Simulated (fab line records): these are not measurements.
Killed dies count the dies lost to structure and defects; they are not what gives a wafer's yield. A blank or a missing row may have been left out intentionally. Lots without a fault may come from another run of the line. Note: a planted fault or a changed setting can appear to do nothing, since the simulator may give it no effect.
fab line records -- flow n5Finfet -- part 2 of 2: steps 20 to 25 of 25
record lots=5, wafers=15, lastDay=15
route steps=1938 shown BEOL_M9@1418
lots that met no fault: taken from a fault-free run of the same line
startH: hours from the record's first day to the start of the lot's first wafer shown -- waitH: hours elapsed since this lot's preceding step -- " the same as in the row above -- L1.1+2: several wafers, shown together as one row -- - either no value or no given start -- * or withheld: withheld -- < > ~ a bound
route shown NAME@n: names a module that has steps shown in the file, with the first one's number in the route -- usual: the fault-free wafers' mean and standard deviation -- same: alike in all rows -- chamber/n: place in a boat -- sites: each site's reading -- _std_site: standard deviation of those values -- _edge_site: outer sites' mean less inner sites' -- radiusMm: for every site, how far away it sits from the centre of the wafer -- mask NAME#n: copy n -- behind: the last tool/chamber to shape the wafer -- hold: the reason the lot was held/the length of the hold in hours/how it ended -- device: whichever transistor did not switch (one of n, p or np) -- end of line: tests of these same wafers at the route's end -- a step given without rows: its recipe and nothing more -- killed: the dies lost at the first sort to structure and to defects; this is not the yield of the wafer -- map: a wafer's dies, marking killed ones x, the rest . and places with no die _
set.NAME: setting as actually run; set.NAME@STEP: the setting as run at that earlier step -- model.NAME: the simulator's own value behind a step, which no gauge read
lots at some steps of the route; a table a step, a row a wafer
services: a tool's chamber out of use, with start hour (startH, from the record's first day; less than 0 if before it), hours out, and reason
## steps
# step N5_BEOL_M9_DESCUM_33
# recipe chemistry=O2, timeS=7, sourcePowerW=50, biasPowerW=20, pressureMtorr=20, rfFrequencyHz=2.712e+07, tempC=40, resist=CAR-EUV, o2FlowSccm=225
# usual drypumpMotorCurrentA=5.9/0.36, o2FlowSccm=225.1/0.64, oesProductAu=0.78/0.076, rfVppV=242.7/1.6, showerheadPlenumPTorr=2.06/0.085, throttleValvePct=20.4/0.37
lot.wafer,tool,chamber,startH,waitH,drypumpMotorCurrentA,o2FlowSccm,oesProductAu,rfHoursCounterH,rfVppV,showerheadPlenumPTorr,throttleValvePct
L079.1,rieDiel-05,1,250.07,0.0,5.5,224.8,0.71,225,242.6,2.02,21.3
L079.3,rieDiel-05,2,250.07,0.0,6.0,225.4,0.74,154,240.3,1.92,20.1
L079.5,rieDiel-05,0,250.07,0.0,5.5,224.2,0.85,-,240.1,2.04,20.1
L082.2,rieDiel-05,2,257.54,0.0,6.0,225.5,0.73,155,239.8,1.92,20.1
L082.3,rieDiel-05,1,257.54,0.0,5.5,225.1,0.71,226,243.1,2.02,21.3
L082.6,rieDiel-05,0,257.54,0.0,5.5,224.6,0.84,-,242.8,2.04,20.1
L081.2,rieDiel-05,3,266.79,0.2,5.9,224.5,0.76,175,244.1,2.15,20.6
L081.3,rieDiel-05,2,266.79,0.2,6.0,225.3,0.73,159,240.3,1.91,20.1
L081.6,rieDiel-05,2,266.79,0.2,6.0,225.7,0.73,-,239.5,1.91,20.1
L083.2,rieDiel-06,3,268.50,0.9,6.5,225.2,0.88,38,243.0,2.06,20.0
L083.3,rieDiel-06,1,268.50,0.9,5.8,225.1,0.71,243,241.3,1.98,20.8
L083.6,rieDiel-06,3,268.50,0.9,6.5,225.6,0.88,-,243.2,2.06,20.0
L087.2,rieDiel-06,3,299.89,0.4,6.5,224.2,0.86,51,242.1,2.06,20.1
L087.3,rieDiel-06,2,299.89,0.4,5.6,225.1,0.73,186,244.0,2.16,20.1
L087.5,rieDiel-06,3,299.89,0.4,6.4,223.9,0.86,-,241.4,2.05,20.0
# step N5_BEOL_M9_ETCH_76
# recipe chemistry=N2/H2, target=underlayer, targetDepthA=65, maskMaterial=CAR-EUV, timeS=5.2, ionEnergyEv=200, pressureMtorr=30, sourceW=840, biasW=150, n2FlowSccm=200, h2FlowSccm=200, ends=cleared
# usual drypumpMotorCurrentA=5.9/0.36, etchRfOnTimeS=5.16/0.23, oesProductAu=0.66/0.067, rfVppV=523/3.2, showerheadPlenumPTorr=2.50/0.12, throttleValvePct=17.8/0.32
lot.wafer,tool,chamber,startH,waitH,drypumpMotorCurrentA,etchRfOnTimeS,oesProductAu,rfHoursCounterH,rfVppV,showerheadPlenumPTorr,throttleValvePct
L079.1,rieDiel-05,1,250.11,0.0,5.5,4.92,0.62,225,517,2.40,18.4
L079.3,rieDiel-05,2,250.11,0.0,6.0,5.16,0.64,154,517,2.34,17.6
L079.5,rieDiel-05,0,250.11,0.0,5.5,4.85,0.76,-,521,2.46,17.4
L082.2,rieDiel-05,2,257.58,0.0,6.0,5.22,0.63,155,520,2.34,17.7
L082.3,rieDiel-05,1,257.58,0.0,5.5,4.90,0.60,226,520,2.40,18.4
L082.6,rieDiel-05,0,257.58,0.0,5.5,4.93,0.74,-,523,2.46,17.4
L081.2,rieDiel-05,3,266.83,0.0,5.9,5.47,0.63,175,528,2.64,18.2
L081.3,rieDiel-05,2,266.83,0.0,6.0,5.21,0.63,159,518,2.34,17.7
L081.6,rieDiel-05,2,266.83,0.0,6.0,5.19,0.64,-,519,2.34,17.7
L083.2,rieDiel-06,3,268.53,0.0,6.5,4.97,0.78,38,521,2.49,17.4
L083.3,rieDiel-06,1,268.53,0.0,5.8,5.18,0.60,243,520,2.40,18.2
L083.6,rieDiel-06,3,268.53,0.0,6.5,4.95,0.78,-,522,2.49,17.4
L087.2,rieDiel-06,3,299.93,0.0,6.5,4.96,0.75,51,521,2.48,17.4
L087.3,rieDiel-06,2,299.93,0.0,5.6,5.46,0.60,186,529,2.65,17.9
L087.5,rieDiel-06,3,299.93,0.0,6.5,4.99,0.76,-,523,2.48,17.4
# step N5_BEOL_M9_ETCH_65
# recipe chemistry=CF4, target=SiARC, targetDepthA=156, maskMaterial=CAR-EUV, timeS=26, ionEnergyEv=80, pressureMtorr=40, sourceW=545, biasW=36, Ar_flow_sccm=100, cf4FlowSccm=100, ends=cleared
# usual drypumpMotorCurrentA=5.9/0.36, etchRfOnTimeS=25.7/1.2, oesProductAu=0.67/0.069, rfVppV=183.6/1.4, showerheadPlenumPTorr=2.11/0.093, throttleValvePct=15.6/0.32
lot.wafer,tool,chamber,startH,waitH,drypumpMotorCurrentA,etchRfOnTimeS,oesProductAu,rfHoursCounterH,rfVppV,showerheadPlenumPTorr,throttleValvePct
L079.1,rieDiel-05,1,250.12,0.0,5.5,24.5,0.61,225,182.6,2.03,16.1
L079.3,rieDiel-05,2,250.12,0.0,6.0,25.9,0.64,154,183.6,1.97,15.3
L079.5,rieDiel-05,0,250.12,0.0,5.5,24.4,0.75,-,182.5,2.09,15.3
L082.2,rieDiel-05,2,257.59,0.0,6.0,25.8,0.65,155,181.6,1.97,15.3
L082.3,rieDiel-05,1,257.59,0.0,5.5,24.1,0.61,226,182.7,2.03,16.1
L082.6,rieDiel-05,0,257.59,0.0,5.5,24.2,0.75,-,183.0,2.09,15.3
L081.2,rieDiel-05,3,266.84,0.0,6.0,27.5,0.62,175,184.4,2.24,16.0
L081.3,rieDiel-05,2,266.84,0.0,6.0,26.2,0.64,159,182.6,1.96,15.3
L081.6,rieDiel-05,2,266.84,0.0,6.0,26.2,0.63,-,183.0,1.96,15.3
L083.2,rieDiel-06,3,268.55,0.0,6.5,25.2,0.77,38,184.0,2.09,15.0
L083.3,rieDiel-06,1,268.55,0.0,5.7,26.4,0.59,243,182.7,2.03,16.0
L083.6,rieDiel-06,3,268.55,0.0,6.4,24.8,0.77,-,182.5,2.09,15.0
L087.2,rieDiel-06,3,299.94,0.0,6.4,25.0,0.76,51,185.1,2.08,15.1
L087.3,rieDiel-06,2,299.94,0.0,5.6,26.8,0.60,186,185.8,2.23,15.6
L087.5,rieDiel-06,3,299.94,0.0,6.5,25.1,0.75,-,182.3,2.08,15.0
# step N5_BEOL_M9_ETCH_66
# recipe chemistry=N2/H2, target=SOC, targetDepthA=800, overetchA=160, maskMaterial=SiARC, tempC=40, timeS=120, ionEnergyEv=200, pressureMtorr=30, sourceW=840, biasW=150, n2FlowSccm=200, h2FlowSccm=200
# usual drypumpMotorCurrentA=5.9/0.35, oesProductAu=0.59/0.057, rfVppV=523/3.1, showerheadPlenumPTorr=2.50/0.12, throttleValvePct=17.8/0.32
lot.wafer,tool,chamber,startH,waitH,drypumpMotorCurrentA,oesProductAu,rfHoursCounterH,rfVppV,showerheadPlenumPTorr,throttleValvePct
L079.1,rieDiel-05,1,250.15,0.0,5.5,0.53,225,520,2.40,18.4
L079.3,rieDiel-05,2,250.15,0.0,6.0,0.57,154,520,2.34,17.6
L079.5,rieDiel-05,0,250.15,0.0,5.5,0.65,-,521,2.46,17.4
L082.2,rieDiel-05,2,257.62,0.0,6.0,0.57,155,519,2.34,17.6
L082.3,rieDiel-05,1,257.62,0.0,5.4,0.53,226,520,2.40,18.4
L082.6,rieDiel-05,0,257.62,0.0,5.5,0.64,-,520,2.46,17.4
L081.2,rieDiel-05,3,266.87,0.0,6.0,0.58,175,526,2.64,18.2
L081.3,rieDiel-05,2,266.87,0.0,6.0,0.57,159,518,2.34,17.6
L081.6,rieDiel-05,2,266.87,0.0,6.0,0.57,-,516,2.34,17.6
L083.2,rieDiel-06,3,268.58,0.0,6.5,0.67,38,522,2.49,17.3
L083.3,rieDiel-06,1,268.58,0.0,5.8,0.54,243,520,2.40,18.1
L083.6,rieDiel-06,3,268.58,0.0,6.5,0.68,-,523,2.49,17.3
L087.2,rieDiel-06,3,299.97,0.0,6.5,0.66,51,521,2.48,17.4
L087.3,rieDiel-06,2,299.97,0.0,5.6,0.55,186,526,2.65,17.9
L087.5,rieDiel-06,3,299.97,0.0,6.5,0.67,-,520,2.48,17.4
# step N5_BEOL_M9_STRIP_69
# recipe chemistry=N2/H2, tempC=40, n2FlowSccm=200, h2FlowSccm=200, rfFrequencyHz=6e+07
lot.wafer,tool,chamber,startH,waitH
L079.1+3+5,rieDiel-05,"1,2,0",250.23,0.0
L082.2+3+6,rieDiel-05,"2,1,0",257.70,0.0
L081.2+3+6,rieDiel-05,"3,2,2",266.95,0.0
L083.2+3+6,rieDiel-06,"3,1,3",268.66,0.0
L087.2+3+5,rieDiel-06,"3,2,3",300.05,0.0
# step N5_BEOL_M9_STRIP_77
# recipe chemistry=N2/H2, tempC=40, n2FlowSccm=200, h2FlowSccm=200, rfFrequencyHz=6e+07
lot.wafer,tool,chamber,startH,waitH
L079.1+3+5,rieDiel-05,"1,2,0",250.24,0.0
L082.2+3+6,rieDiel-05,"2,1,0",257.71,0.0
L081.2+3+6,rieDiel-05,"3,2,2",266.96,0.0
L083.2+3+6,rieDiel-06,"3,1,3",268.67,0.0
L087.2+3+5,rieDiel-06,"3,2,3",300.06,0.0
## services
tool,chamber,startH,hours,kind
euvScanner-02,-,228.99,4.6,pm
rieDiel-02,2,230.43,75.0,repair
euvScanner-01,-,233.52,0.6,repair
euvScanner-02,-,234.16,1.0,pm
euvScanner-01,-,252.84,1.0,pm
rieDiel-02,-,257.21,15.6,pm
rieDiel-05,0,261.54,19.9,repair
rieDiel-06,2,264.89,6.7,repair
rieDiel-02,0,278.05,4.4,repair
rieMetal-02,-,286.09,2.8,pm
rieDiel-06,1,287.76,-,clean
rieDiel-06,1,287.76,-,consumableReplace:focusRing
rieDiel-06,1,287.76,-,consumableReplace:showerhead
rieDiel-06,1,287.76,16.5,scheduledDown
rieDiel-06,1,287.76,16.5,ventCycle
euvScanner-02,-,288.49,1.0,pm
euvScanner-02,-,293.80,-,calibration
rieDiel-05,-,298.29,4.3,pm
